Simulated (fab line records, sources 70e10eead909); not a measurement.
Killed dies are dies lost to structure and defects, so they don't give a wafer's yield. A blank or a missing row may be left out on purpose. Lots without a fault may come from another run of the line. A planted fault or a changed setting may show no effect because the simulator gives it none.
Which tool did it? | flow nand_harc | 24 lots, 72 wafers sampled, at 4 steps of a route of 1159

WHAT THE GAUGES READ, wafer by wafer
NHARC_P_ZERO_WELL_CD_MEAS_11: target cd 500 nm.
lot  | measured    | on        | cd_nm (nm)
L074 | day 1 13:11 | cd_sem-02 | 499.0 500.2 500.9
L075 | day 1 19:15 | cd_sem-01 | 499.2 498.7 496.7
L076 | day 2 01:16 | cd_sem-01 | 501.9 500.0 501.7
L077 | day 2 07:16 | cd_sem-02 | 498.4 499.1 499.5
L078 | day 2 13:14 | cd_sem-01 | 496.7 499.6 500.0
L079 | day 2 19:16 | cd_sem-02 | 499.3 497.2 499.4
L080 | day 3 01:15 | cd_sem-01 | 500.2 499.0 497.7
L081 | day 3 07:07 | cd_sem-01 | 498.1 499.0 501.4
L082 | day 3 13:25 | cd_sem-03 | 498.0 494.7 497.4
L083 | day 3 19:19 | cd_sem-03 | 499.5 499.0 500.9
L084 | day 4 01:14 | cd_sem-02 | 499.1 499.2 499.9
L085 | day 4 07:07 | cd_sem-03 | 496.0 497.7 501.6
L086 | day 4 13:15 | cd_sem-02 | 500.4 501.9 501.4
L087 | day 4 19:15 | cd_sem-01 | 498.8 500.2 501.8
L088 | day 5 01:16 | cd_sem-02 | 499.5 499.6 500.5
L089 | day 5 07:07 | cd_sem-02 | 500.3 501.0 500.7
L090 | day 5 13:14 | cd_sem-03 | 502.6 498.9 499.9
L091 | day 5 19:16 | cd_sem-03 | 497.4 499.1 497.6
L092 | day 6 01:16 | cd_sem-02 | 498.5 497.4 498.9
L093 | day 6 07:14 | cd_sem-01 | 496.6 499.5 497.0
L094 | day 6 13:07 | cd_sem-01 | 498.9 499.3 498.1
L095 | day 6 19:15 | cd_sem-02 | 498.5 500.2 498.6
L096 | day 7 01:14 | cd_sem-03 | 502.2 499.7 498.6
L097 | day 7 07:14 | cd_sem-02 | 499.9 498.1 501.0

NHARC_P_GATE_CD_MEAS_91: target cd 2000 nm.
lot  | measured     | on        | cd_nm (nm)
L074 | day 5 05:23  | cd_sem-02 | 2000.8 2000.7 1998.6
L075 | day 6 09:52  | cd_sem-01 | 1998.7 1997.3 1996.8
L076 | day 5 23:37  | cd_sem-03 | 2000.0 1997.7 1997.8
L077 | day 5 23:07  | cd_sem-03 | 2000.7 2001.4 2001.5
L078 | day 6 09:25  | cd_sem-03 | 1999.7 2001.1 1997.5
L079 | day 6 18:20  | cd_sem-03 | 1999.7 1997.3 2001.7
L080 | day 7 03:26  | cd_sem-02 | 2001.3 2002.0 2000.6
L081 | day 7 04:14  | cd_sem-02 | 2002.3 2002.5 2002.1
L082 | day 7 08:50  | cd_sem-01 | 2000.5 1997.2 1998.7
L083 | day 7 19:13  | cd_sem-03 | 2001.7 1998.4 2000.5
L084 | day 8 14:00  | cd_sem-02 | 1999.3 1998.1 2002.2
L085 | day 8 19:32  | cd_sem-02 | 2001.3 1997.7 1999.7
L086 | day 8 13:23  | cd_sem-02 | 1997.2 2000.2 1998.6
L087 | day 8 12:45  | cd_sem-02 | 1999.4 1999.9 2000.3
L088 | day 8 22:02  | cd_sem-03 | 1999.7 1999.2 2000.8
L089 | day 8 22:43  | cd_sem-01 | 1998.6 1998.5 2001.1
L090 | day 9 09:43  | cd_sem-02 | 2003.6 2001.1 2000.1
L091 | day 9 14:06  | cd_sem-01 | 2003.0 2001.5 2003.2
L092 | day 10 00:07 | cd_sem-01 | 1997.7 1997.3 1999.2
L093 | day 9 23:20  | cd_sem-02 | 2002.2 1999.3 1999.6
L094 | day 10 05:42 | cd_sem-01 | 2000.8 1999.2 2000.0
L095 | day 10 14:00 | cd_sem-03 | 1999.7 2001.4 1999.4
L096 | day 10 13:18 | cd_sem-02 | 2002.0 2000.1 1999.1
L097 | day 11 07:54 | cd_sem-01 | 2003.3 2002.9 2002.8

NHARC_P_GATE_INSPECT_68.
lot  | measured     | on                | raw_defect_count
L074 | day 5 08:39  | defect_inspect-02 | 146 189 118
L075 | day 6 12:56  | defect_inspect-02 | 357 286 220
L076 | day 6 03:07  | defect_inspect-02 | 207 166 180
L077 | day 6 02:20  | defect_inspect-02 | 222 311 287
L078 | day 6 12:29  | defect_inspect-01 | 161 94 125
L079 | day 6 21:28  | defect_inspect-01 | 200 314 291
L080 | day 7 06:31  | defect_inspect-02 | 82 138 118
L081 | day 7 07:22  | defect_inspect-01 | 176 95 103
L082 | day 7 11:56  | defect_inspect-02 | 203 228 305
L083 | day 7 22:19  | defect_inspect-02 | 129 220 115
L084 | day 8 17:13  | defect_inspect-01 | 288 182 148
L085 | day 8 22:45  | defect_inspect-01 | 178 449 191
L086 | day 8 16:55  | defect_inspect-02 | 161 355 132
L087 | day 8 16:07  | defect_inspect-01 | 232 228 122
L088 | day 9 01:22  | defect_inspect-02 | 154 148 205
L089 | day 9 02:49  | defect_inspect-01 | 176 206 299
L090 | day 9 12:49  | defect_inspect-01 | 140 132 176
L091 | day 9 17:22  | defect_inspect-01 | 267 228 163
L092 | day 10 03:23 | defect_inspect-01 | 208 119 254
L093 | day 10 02:35 | defect_inspect-01 | 210 171 179
L094 | day 10 08:46 | defect_inspect-02 | 175 198 174
L095 | day 10 17:19 | defect_inspect-02 | 274 253 188
L096 | day 10 16:43 | defect_inspect-01 | 106 128 119
L097 | day 11 11:00 | defect_inspect-02 | 100 143 215

WHICH TOOL RAN EACH LOT (tool, then ch and the chambers of the sampled wafers, then the start)
lot  | NHARC_P_STI_DESCUM_14
L074 | rie_diel-03 ch 0,1,2, day 2 11:22
L075 | rie_diel-03 ch 0,1, day 3 09:36
L076 | rie_diel-04 ch 1,3, day 3 02:10
L077 | rie_diel-03 ch 0,1,2, day 3 02:13
L078 | rie_diel-04 ch 0,1,3, day 3 09:26
L079 | rie_diel-10 ch 1,3, day 3 18:18
L080 | rie_diel-04 ch 1,2,3, day 3 23:10
L081 | rie_diel-10 ch 1,3, day 4 06:28
L082 | rie_diel-10 ch 0,1, day 4 11:29
L083 | rie_diel-03 ch 0,1, day 4 19:28
L084 | rie_diel-04 ch 0,1,3, day 5 04:03
L085 | rie_diel-03 ch 1,2,3, day 5 04:01
L086 | rie_diel-10 ch 1,2, day 5 17:04
L087 | rie_diel-03 ch 0,1,3, day 5 16:52
L088 | rie_diel-10 ch 0,1,3, day 6 00:56
L089 | rie_diel-10 ch 0,1,2, day 6 06:46
L090 | rie_diel-10 ch 0,2,3, day 6 13:11
L091 | rie_diel-10 ch 0,2,3, day 6 16:59
L092 | rie_diel-10 ch 0,1,2, day 7 01:56
L093 | rie_diel-04 ch 1,2,3, day 7 01:59
L094 | rie_diel-10 ch 1,2,3, day 7 11:02
L095 | rie_diel-04 ch 0,2,3, day 7 18:17
L096 | rie_diel-10 ch 1,3, day 7 23:03
L097 | rie_diel-10 ch 0,2,3, day 8 06:05
- NHARC_P_STI_DESCUM_14: chemistry O2, time 3 s.

WHAT THE TOOLS THEMSELVES READ (means of the sampled wafers that have a number; where no wafer has one, the mark that the record gives instead)
NHARC_P_STI_DESCUM_14.
lot  | tool        | drypump_motor_current_A (A) | oes_product_au (a.u.) | rf_vpp_V (V) | showerhead_plenum_p_Torr (Torr) | throttle_valve_pct (%)
L074 | rie_diel-03 | 5.5                         | 1.003                 | 58.3         | 1.93                            | 11.316
L075 | rie_diel-03 | 5.3                         | 1.005                 | 57.0         | 1.86                            | 11.316
L076 | rie_diel-04 | 5.6                         | 0.991                 | 57.6         | 1.97                            | 11.308
L077 | rie_diel-03 | 5.5                         | 1.008                 | 57.8         | 1.93                            | 11.313
L078 | rie_diel-04 | 5.8                         | 1.005                 | 58.2         | 1.94                            | 11.309
L079 | rie_diel-10 | 5.9                         | 0.992                 | 56.8         | 1.86                            | 11.317
L080 | rie_diel-04 | 5.4                         | 1.005                 | 58.0         | 1.90                            | 11.314
L081 | rie_diel-10 | 5.9                         | 1.002                 | 57.3         | 1.85                            | 11.313
L082 | rie_diel-10 | 5.7                         | 1.007                 | 58.5         | 1.92                            | 11.315
L083 | rie_diel-03 | 5.3                         | 1.002                 | 57.6         | 1.86                            | 11.302
L084 | rie_diel-04 | 5.8                         | 0.997                 | 58.0         | 1.94                            | 11.320
L085 | rie_diel-03 | 5.5                         | 1.005                 | 58.7         | 1.96                            | 11.320
L086 | rie_diel-10 | 5.5                         | 1.003                 | 58.2         | 1.84                            | 11.304
L087 | rie_diel-03 | 5.5                         | 1.001                 | 57.9         | 1.93                            | 11.312
L088 | rie_diel-10 | 5.8                         | 1.003                 | 57.1         | 1.88                            | 11.311
L089 | rie_diel-10 | 5.7                         | 0.997                 | 57.5         | 1.89                            | 11.325
L090 | rie_diel-10 | 6.0                         | 0.996                 | 56.7         | 1.90                            | 11.314
L091 | rie_diel-10 | 6.0                         | 0.999                 | 58.4         | 1.90                            | 11.315
L092 | rie_diel-10 | 5.7                         | 1.001                 | 57.2         | 1.89                            | 11.312
L093 | rie_diel-04 | 5.4                         | 1.002                 | 57.4         | 1.90                            | 11.309
L094 | rie_diel-10 | 5.8                         | 1.012                 | 57.9         | 1.86                            | 11.318
L095 | rie_diel-04 | 5.6                         | 0.990                 | 57.6         | 1.88                            | 11.310
L096 | rie_diel-10 | 5.6                         | 1.004                 | 58.1         | 1.84                            | 11.312
L097 | rie_diel-10 | 6.0                         | 1.000                 | 58.2         | 1.90                            | 11.310

THE ANSWER, worked out from the rows above alone
Rule: what is usual is taken from the lots themselves. Put in order of their means at a reading, lots are off if they are a third of the lots or fewer, leave a main group of 4 or more, and stand apart from it by a gap of 3 or more times the standard deviation of the main group's means; of several such gaps the widest counts. A main group whose means are all the same, to the digits that the tables above print for the reading, isn't used. A lot without any number at a reading at which 4 lots or more have one is off too. The other lots that the step has rows for count as sound. The gauges are gone through in route order, then the tools' own readings, and for those a lot's mean is taken as printed above. The first step at which some lot is off is used, and at that step the reading that is off furthest; a lot without a number counts as furthest.
No lot is off at any reading shown: from this, nothing can be told.

WHAT THE SIMULATOR HAD PUT IN
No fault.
